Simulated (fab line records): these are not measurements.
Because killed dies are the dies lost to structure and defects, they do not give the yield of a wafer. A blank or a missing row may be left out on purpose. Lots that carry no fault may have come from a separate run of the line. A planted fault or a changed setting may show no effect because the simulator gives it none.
fab line records	flow n5_finfet
record lots=5	wafers=13	last_day=18
route steps=1938 shown BEOL_M0_SAQP@646 BEOL_M4@1111 PASSIVATION@1936
lots that met no fault: from a run of the same line without faults
start_h: start of the lot's first displayed wafer, in hours after the record's first day	wait_h: time in hours since the lot's previous step	" identical to the entry in the row above	L1.1+2: a row that stands for several wafers	- value missing, or start not given	* or withheld: withheld	< > ~ a bound
route shown NAME@n: NAME is a module with steps in the file, n the number in the route of the first one	usual: mean/standard deviation taken from wafers without a fault	same: alike in all rows	chamber/n: place in a boat	sites: per-site readings	_std_site: the values' standard deviation	_edge_site: the outer-site mean with the inner-site mean subtracted	radius_mm: how far each site lies from the wafer's centre	mask NAME#n: copy n	behind: the tool/chamber that last shaped the wafer	hold: why the lot was held/for how many hours/how that ended	device: whichever transistor did not switch (one of n, p or np)	end of line: tests of these same wafers at the route's end	step lacking rows: just its recipe	killed: at the first sort, the dies lost to defects and structure; wafer yield is something else	map: the dies of a wafer, with x for killed, . for not killed, _ for no die there
set.NAME: setting as actually run; set.NAME@STEP: the setting as run at that earlier step	model.NAME: the simulator's own value behind a step, which no gauge read
certain route steps with their lots: each step a table, each wafer a row
services: when a tool's chamber went out of use (start_h, in hours from the record's first day, below 0 if earlier), for how many hours, and the reason
## steps
# step N5_BEOL_M0_SAQP_EXPOSE_11
# recipe mask_id=M0_CORE	na=1.35	source_shape=dipole	sigma_inner=0.538	sigma_outer=0.738	polarization=te	target_cd_nm=42	dose_mj=55
# step N5_BEOL_M0_SAQP_PEB_12
# recipe peb_temp_c=withheld	peb_time_s=60	resist=CAR-ArF
# step N5_BEOL_M0_SAQP_DEVELOP_13
# recipe develop_time_s=30	developer=TMAH	resist=CAR-ArF	dev_temp_c=23	rinse_liquid=diw	dry=air_spin
# step N5_BEOL_M0_SAQP_DESCUM_19
# recipe chemistry=O2	time_s=7.9	source_power_w=50	bias_power_w=20	pressure_mtorr=20	rf_frequency_hz=2.712e+07	temp_c=40	resist=CAR-ArF	o2_flow_sccm=225
# step N5_BEOL_M0_SAQP_ETCH_83
# recipe chemistry=CF4	target=SiARC	target_depth_a=390	mask_material=CAR-ArF	time_s=65	ion_energy_ev=80	pressure_mtorr=40	source_w=545	bias_w=36	Ar_flow_sccm=100	cf4_flow_sccm=100	ends=cleared
# step N5_BEOL_M0_SAQP_ETCH_84
# recipe chemistry=N2/H2	target=SOC	target_depth_a=1000	overetch_a=200	mask_material=SiARC	temp_c=40	time_s=150	ion_energy_ev=200	pressure_mtorr=30	source_w=840	bias_w=150	n2_flow_sccm=200	h2_flow_sccm=200
# step N5_BEOL_M0_SAQP_STRIP_80
# recipe chemistry=N2/H2	temp_c=40	n2_flow_sccm=200	h2_flow_sccm=200	rf_frequency_hz=6e+07
# step N5_BEOL_M0_SAQP_HM_OPEN_112
# recipe chemistry=CHF3/O2	target=SiO2	stop_on=a-Si	target_depth_a=120	over_etch_frac=1.25	mask_material=SOC	time_s=13.5	pressure_mtorr=30	source_w=650	bias_w=170	Ar_flow_sccm=200	CHF3_flow_sccm=50	O2_flow_sccm=5	ion_energy_ev=200	ends=end_point
# step N5_BEOL_M0_SAQP_STRIP_113
# recipe chemistry=CHF3/O2	resist=SiARC	rf_frequency_hz=6e+07
# step N5_BEOL_M0_SAQP_MANDREL_ETCH_20
# recipe target_depth_a=600	chemistry=HBr/Cl2	target=a-Si	stop_on=SiNx	bt_time_s=10	mask_material=SOC	over_etch_frac=0.5	time_s=30	pressure_mtorr=10	icp_w=800	bias_w=75	HBr_flow_sccm=150	Cl2_flow_sccm=80	ends=end_point
# usual HBr_flow_sccm=150.0/0.46	bias_w=75.00/0.23	drypump_motor_current_A=5.5/0.39	oes_product_au=0.768/0.011	throttle_valve_pct=35.6/0.57
# same bt_time_s=10
lot.wafer	tool	chamber	start_h	wait_h	HBr_flow_sccm	bias_w	drypump_motor_current_A	oes_product_au	rf_hours_counter_h	throttle_valve_pct	model.SOC_of_BEOL_M0_SAQP_COAT_81.thk_nm	model.SiNx_of_BEOL_M0_SAQP_PECVD_97.thk_nm
L952.1	rie_si-03	3	130.84	0.0	150.0	75.01	5.3	0.761	175	35.7	76.6	18.4
L952.4	"	2	"	"	149.5	75.15	6.0	0.764	-	35.5	75	18
L952.5	"	1	"	"	150.5	74.96	5.3	0.748	-	36.3	76	18.4
L959.1	rie_si-03	1	179.15	0.0	150.2	74.95	5.3	0.769	50	36.3	75.8	17.6
L959.3	"	3	"	"	149.7	75.29	5.3	0.775	176	35.7	62.6	10.6
L959.6	"	2	"	"	149.9	74.46	6.0	0.761	-	35.6	75.4	18
L960.4	rie_si-03	3	180.42	0.0	149.0	75.12	5.4	0.771	176	35.8	63.4	10.6
L960.5	"	3	"	"	149.2	75.45	5.4	0.794	-	35.7	77.4	18
L964.4	rie_si-03	0	203.70	0.0	149.6	74.92	5.1	0.769	1	36.6	62.2	10.8
L964.5	"	3	"	"	149.4	75.32	5.4	0.791	-	35.7	76.2	18.6
L966.2	rie_si-05	2	222.82	0.0	150.2	75.37	5.5	0.757	63	34.5	76.6	18.4
L966.4	"	2	"	"	150.3	75.03	5.5	0.786	-	34.5	76	18.4
L966.5	"	1	"	"	150.4	74.93	5.1	0.772	-	35.2	76.2	18.8
# step N5_BEOL_M0_SAQP_STRIP_86
# recipe chemistry=N2/H2	power_w=500	temp_c=40	pressure_mtorr=50	rf_frequency_hz=6e+07	overash_fraction=0.3	bias_power_w=28	h2_frac=0.5	n2_flow_sccm=300	h2_flow_sccm=300
# step N5_BEOL_M0_SAQP_STRIP_115
# recipe chemistry=post_etch_residue_remover	time_s=60	temp_c=25	remover_ph=withheld	remover_water_wt_pct=withheld	remover_fluoride_wt_pct=withheld
# step N5_BEOL_M0_SAQP_SRD_93
# recipe dry=ipa_marangoni	time_s=30	temp_c=23	rinse_liquid=diw
# step N5_BEOL_M0_SAQP_RECESS_114
# recipe chemistry=HF/NH3	target=SiO2	target_depth_a=144	afs_cycles=3	temp_c=30	sublimation_temp_c=180	sublimation_time_s=60
# step N5_BEOL_M0_SAQP_SPACER1_ALD_98
# recipe material=SiO2	target_thk_a=128	temp_c=300	ald_precursor_family=BDEAS	ald_co_reactant=O2-plasma	pulse_time_s=1	purge_time_s=2	co_reactant_purge_time_s=2	ald_cycles=138	pressure_torr=2
# step N5_BEOL_M0_SAQP_SPACER1_ETCHBACK_99
# recipe chemistry=CHF3/O2	mode=anisotropic_etchback	target=SiO2	target_depth_a=154	time_s=7.7	pressure_mtorr=30	source_w=650	bias_w=170	Ar_flow_sccm=200	CHF3_flow_sccm=50	O2_flow_sccm=5	ion_energy_ev=200
# step N5_BEOL_M0_SAQP_MANDREL1_REMOVE_100
# recipe chemistry=HBr/Cl2/O2	bt_time_s=10	target=a-Si	stop_on=SiNx	endpoint=OES-SiCl	over_etch_frac=0.85	icp_w=600	bias_w=30	HBr_flow_sccm=150	Cl2_flow_sccm=80	O2_flow_sccm=5	pressure_mtorr=10
# step N5_BEOL_M0_SAQP_ETCH_101
# recipe chemistry=CH3F/O2	target=SiNx	mask_material=SiO2	target_depth_a=299	time_s=42.7	pressure_mtorr=30	source_w=395	bias_w=73	Ar_flow_sccm=150	CH3F_flow_sccm=30	O2_flow_sccm=20	ion_energy_ev=120
# step N5_BEOL_M0_SAQP_ETCH_102
# recipe chemistry=CF4	target=SiO2	target_depth_a=40	ion_energy_ev=350	time_s=4.4	pressure_mtorr=10	icp_w=800	bias_w=400	cf4_flow_sccm=80
# step N5_BEOL_M0_SAQP_MANDREL_ETCH_103
# recipe chemistry=HBr/Cl2	target=a-Si	target_depth_a=450	bt_time_s=10	stop_on=SiCN	mask_material=SiO2	over_etch_frac=0.8	time_s=27	pressure_mtorr=10	icp_w=800	bias_w=75	HBr_flow_sccm=150	Cl2_flow_sccm=80	ends=end_point
# step N5_BEOL_M0_SAQP_RECESS_104
# recipe chemistry=HF/NH3	target=SiO2	target_depth_a=180	afs_cycles=3	temp_c=30	sublimation_temp_c=180	sublimation_time_s=60
# step N5_BEOL_M0_SAQP_COAT_105
# recipe resist=SOC	temp_c=250	time_s=60	spin_rpm=1500	resist_thk_nm=100
# step N5_BEOL_M0_SAQP_ETCH_106
# recipe chemistry=N2/H2	target=SOC	target_depth_a=1500	stop_on=SiNx	ion_energy_ev=100	bias_w=61	pressure_mtorr=30	source_w=850	n2_flow_sccm=200	h2_flow_sccm=200
# usual bias_w=61.02/0.18	drypump_motor_current_A=5.5/0.39	n2_flow_sccm=199.9/0.53	oes_product_au=0.78/0.079	rf_vpp_V=240.7/1.2	showerhead_plenum_p_Torr=2.54/0.075	throttle_valve_pct=17.8/0.33
lot.wafer	tool	chamber	start_h	wait_h	bias_w	drypump_motor_current_A	n2_flow_sccm	oes_product_au	rf_hours_counter_h	rf_vpp_V	showerhead_plenum_p_Torr	throttle_valve_pct	model.SiNx_of_BEOL_M0_SAQP_PECVD_97.thk_nm
L952.1	rie_diel-06	0	133.97	-	60.97	5.5	199.8	0.74	168	238.8	2.43	18.3	15.4
L952.4	"	1	"	"	61.08	5.8	200.0	0.70	223	241.3	2.49	17.6	15
L952.5	"	3	"	"	61.05	4.9	200.1	0.75	-	239.8	2.53	17.9	15.4
L959.1	rie_diel-06	3	182.68	-	60.88	4.9	200.2	0.73	181	239.8	2.52	17.9	14.6
L959.3	"	0	"	"	61.12	5.5	198.8	0.73	179	237.9	2.42	18.3	7.8
L959.6	"	3	"	"	60.80	4.9	200.0	0.73	-	239.6	2.52	17.9	15
L960.4	rie_diel-01	1	183.39	-	60.97	5.8	200.1	0.73	152	242.6	2.65	17.9	7.8
L960.5	"	1	"	"	60.97	5.8	200.4	0.74	-	241.7	2.65	17.9	15.2
L964.4	rie_diel-06	3	206.26	-	60.87	4.9	200.5	0.72	189	240.2	2.52	17.9	7.8
L964.5	"	0	"	"	60.69	5.5	199.5	0.72	-	238.5	2.42	18.4	15.6
L966.2	rie_diel-01	1	224.83	-	60.86	5.8	200.3	0.74	164	241.5	2.64	17.9	15.4
L966.4	"	0	"	"	61.22	6.4	199.0	0.91	19	238.2	2.45	17.1	15.4
L966.5	"	0	"	"	60.96	6.4	199.8	0.90	-	238.8	2.45	17.1	15.8
# step N5_BEOL_M0_SAQP_ETCH_107
# recipe chemistry=CH3F/O2	target=SiNx	target_depth_a=300	mask_material=SOC	pressure_mtorr=30	source_w=395	bias_w=73	Ar_flow_sccm=150	CH3F_flow_sccm=30	O2_flow_sccm=20	ion_energy_ev=120
# step N5_BEOL_M4_RC_MEAS_101
# usual DIBL_N=36.1/2.5	DIBL_P=36/3.3	IOFF_N=0.16/0.046	IOFF_P=0.20/0.051	ION_N=676/16	ION_P=462/11	SS_N=71.6/0.87	SS_P=73.2/0.86	VT_N=251/4.4	VT_P=-252/4.6
lot.wafer	tool	chamber	start_h	wait_h	DIBL_N[mV/V]	DIBL_P[mV/V]	IOFF_N[nA/um]	IOFF_P[nA/um]	ION_N[uA/um]	ION_P[uA/um]	SS_N[mV/dec]	SS_P[mV/dec]	VT_N[mV]	VT_P[mV]
L952.1	prober-01	0	231.84	0.0	35.3	35	0.13	0.15	673	451	71.3	73.2	255	-259
L952.4	"	0	"	"	34.5	34	0.12	0.15	672	463	71.2	73.4	255	-257
L952.5	"	0	"	"	37.7	37	0.17	0.19	689	458	72.0	74.6	251	-256
L959.1	prober-02	0	270.24	0.0	32.0	28	0.08	0.10	654	447	70.5	72.2	262	-262
L959.3	"	0	"	"	35.1	33	0.12	0.15	668	458	71.0	73.3	256	-255
L959.6	"	0	"	"	37.6	35	0.16	0.18	679	464	72.1	73.2	250	-254
L960.4	prober-01	0	271.29	0.5	36.2	38	0.19	0.23	695	475	72.2	73.5	246	-247
L960.5	"	0	"	"	37.8	38	0.23	0.24	705	471	73.2	73.4	245	-249
L964.4	prober-02	0	299.89	0.5	31.8	31	0.09	0.13	676	462	70.4	72.6	259	-256
L964.5	"	0	"	"	34.6	33	0.12	0.15	651	449	71.4	73.3	254	-258
L966.2	prober-02	0	308.78	0.2	40.9	40	0.25	0.31	673	462	73.3	75.9	245	-248
L966.4	"	0	"	"	37.2	34	0.16	0.18	656	447	72.3	73.3	250	-253
L966.5	"	0	"	"	37.6	37	0.19	0.23	701	474	72.1	74.2	245	-249
# step N5_PASSIVATION_PROBE_49
# usual defect_limited_yield=91.0/1.4	killed_at_M0_to_M3=34/10	killed_at_M4_up=15/5.5	killed_at_contacts=12/6.1	killed_at_front_end=41/12	killed_at_other=4/3.4	killed_dies=106/17	killed_open=70/13	killed_short=34/7.4	sort_bin_5_function=5.3/1	sort_bin_6_memory=3.4/0.69	sort_n_pass=1073/17	sort_yield_pct=91.0/1.4
# same gross_dies=1180	killed_at_back_side=0	sort_bin_4_leakage[%]=0	sort_bin_8_speed[%]=0
lot.wafer	tool	chamber	start_h	wait_h	defect_limited_yield[%]	killed_at_M0_to_M3	killed_at_M4_up	killed_at_contacts	killed_at_front_end	killed_at_other	killed_dies	killed_open	killed_short	sort_bin_5_function[%]	sort_bin_6_memory[%]	sort_n_pass	sort_yield_pct[%]
L952.1	prober-01	-	333.91	0.0	91.9	29	16	11	34	6	96	60	36	4.7	3.3	1084	91.9
L952.4	prober-01	-	334.06	0.2	90.3	31	14	7	59	3	114	68	45	5.6	3.7	1066	90.3
L952.5	prober-01	-	334.11	0.2	90.5	33	14	10	53	2	112	80	32	5.3	3.9	1068	90.5
L959.1	prober-01	-	379.96	0.0	92.2	40	7	4	39	2	92	62	30	4.1	3.4	1088	92.2
L959.3	prober-01	-	380.06	0.1	89.6	52	10	4	53	4	123	76	47	6.2	4.0	1057	89.6
L959.6	prober-01	-	380.21	0.3	89.2	47	15	2	60	3	127	81	45	7.0	3.3	1053	89.2
L960.4	prober-01	-	390.71	0.2	89.8	19	17	31	50	3	120	81	39	6.4	3.5	1060	89.8
L960.5	prober-01	-	390.76	0.2	90.3	30	21	17	42	4	114	73	39	5.5	3.9	1066	90.3
L964.4	prober-01	-	409.60	0.2	90.4	35	25	22	28	3	113	63	43	5.5	3.4	1067	90.4
L964.5	prober-01	-	409.65	0.2	89.0	37	20	20	42	11	130	85	39	6.8	3.7	1050	89.0
# killed by level:class
L952.1 MOL_CONTACT_COAG:geometric_particle:open=9 BEOL_M0_SAQP:geometric_particle:short=8 BEOL_M4:geometric_particle:open=8 DUMMY_GATE:geometric_particle:open=5 BEOL_M0_SAQP:geometric_particle:open=5 BEOL_M1:geometric_particle:open=5 FIN_SAQP:geometric_particle:short=4 FIN_SAQP:geometric_particle:open=4
L952.4 STI_FIN_REVEAL:geometric_particle:open=15 FIN_SAQP:geometric_particle:open=10 BEOL_M4:geometric_particle:open=10 BEOL_M0_SAQP:geometric_particle:short=9 FIN_SAQP:geometric_particle:short=7 BEOL_M3:geometric_particle:open=6 BEOL_M0_SAQP:geometric_particle:open=5 DUMMY_GATE:geometric_particle:open=5
L952.5 STI_FIN_REVEAL:geometric_particle:open=19 BEOL_M0_SAQP:geometric_particle:open=9 STI_FIN_REVEAL:geometric_particle:short=8 MOL_CONTACT_COAG:geometric_particle:open=8 BEOL_M3:geometric_particle:open=8 BEOL_M4:geometric_particle:open=8 FIN_SAQP:geometric_particle:open=5 BEOL_M0_SAQP:geometric_particle:short=5
L959.1 STI_FIN_REVEAL:geometric_particle:open=13 BEOL_M0_SAQP:geometric_particle:short=10 BEOL_M0_SAQP:geometric_particle:open=9 FIN_SAQP:geometric_particle:open=7 BEOL_M2:geometric_particle:open=7 BEOL_M1:geometric_particle:open=5 FIN_SAQP:geometric_particle:short=4 FIN_CUT:geometric_particle:open=2
L959.3 FIN_SAQP:geometric_particle:short=16 FIN_SAQP:geometric_particle:open=13 BEOL_M2:geometric_particle:open=13 BEOL_M0_SAQP:geometric_particle:short=10 BEOL_M3:geometric_particle:open=9 BEOL_M0_SAQP:geometric_particle:open=8 BEOL_M1:geometric_particle:open=7 STI_FIN_REVEAL:geometric_particle:open=5
L959.6 FIN_SAQP:geometric_particle:short=17 FIN_SAQP:geometric_particle:open=16 BEOL_M0_SAQP:geometric_particle:short=13 BEOL_M0_SAQP:geometric_particle:open=12 STI_FIN_REVEAL:geometric_particle:open=9 BEOL_M1:geometric_particle:open=7 BEOL_M2:geometric_particle:open=6 BEOL_M4:geometric_particle:open=6
L960.4 MOL_CONTACT_COAG:geometric_particle:open=22 FIN_SAQP:geometric_particle:short=10 STI_FIN_REVEAL:geometric_particle:open=10 MOL_CONTACT_COAG:geometric_particle:short=9 FIN_SAQP:geometric_particle:open=7 STARTING-WAFER:geometric_particle:open=6 BEOL_M4:geometric_particle:open=5 BEOL_M8:geometric_particle:open=5
L960.5 FIN_SAQP:geometric_particle:short=18 BEOL_M4:geometric_particle:open=13 MOL_CONTACT_COAG:geometric_particle:open=12 BEOL_M3:geometric_particle:open=9 STI_FIN_REVEAL:geometric_particle:open=8 BEOL_M0_SAQP:geometric_particle:open=7 DUMMY_GATE:geometric_particle:open=6 MOL_CONTACT_COAG:geometric_particle:short=5
L964.4 BEOL_M0_SAQP:geometric_particle:short=19 MOL_CONTACT_COAG:geometric_particle:open=18 BEOL_M0_SAQP:geometric_particle:open=12 BEOL_M4:geometric_particle:open=8 STI_FIN_REVEAL:geometric_particle:open=4 MOL_CONTACT_COAG:geometric_particle:short=4 BEOL_M4:geometric_particle:short=4 BEOL_M8:geometric_particle:open=4
L964.5 STI_FIN_REVEAL:geometric_particle:open=19 MOL_CONTACT_COAG:geometric_particle:open=13 BEOL_M0_SAQP:geometric_particle:short=11 BEOL_M4:geometric_particle:open=10 BEOL_M0_SAQP:geometric_particle:open=9 BEOL_M3:geometric_particle:open=7 DUMMY_GATE:geometric_particle:open=7 MOL_CONTACT_COAG:geometric_particle:short=7
## services
tool	chamber	start_h	hours	kind
rie_diel-06	-	111.06	0.4	repair
rie_si-05	-	123.69	15.6	pm
rie_si-03	0	125.27	-	clean
rie_si-03	0	125.27	13.3	scheduled_down
rie_si-03	0	125.27	13.3	vent_cycle
rie_diel-01	0	136.49	4.9	repair
rie_si-05	0	140.84	7.3	repair
rie_diel-01	0	141.71	-	clean
rie_diel-01	0	141.71	-	consumable_replace:focus_ring
rie_diel-01	0	141.71	21.7	scheduled_down
rie_diel-01	0	141.71	21.7	vent_cycle
rie_si-03	3	145.68	3.8	repair
rie_si-05	0	148.17	-	clean
rie_si-05	0	148.17	22.8	scheduled_down
rie_si-05	0	148.17	22.8	vent_cycle
rie_si-05	3	151.61	2.5	repair
rie_diel-06	0	168.69	3.0	repair
rie_si-05	3	221.74	18.4	repair
## key
first_sign none at tools or gauges
model_effect step=N5_BEOL_M0_SAQP_MANDREL_ETCH_20	value=SOC_of_BEOL_M0_SAQP_COAT_81.thk_nm	without=76.6	struck=62.73
model_effect step=N5_BEOL_M0_SAQP_ETCH_106	value=SiNx_of_BEOL_M0_SAQP_PECVD_97.thk_nm	without=15.27	struck=7.8
met_at N5_BEOL_M0_SAQP_MANDREL_ETCH_20
struck_wafers L959.3,L960.4,L964.4
onset_between 130.84 179.15
fault kind=process_parameter_drift	tool=rie_si-03	chamber=-	onset_h=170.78	steps=N5_BEOL_M0_SAQP_MANDREL_ETCH_20	channel=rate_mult	offset=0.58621	shape=step	end_h=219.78	scope=struck_wafers_only
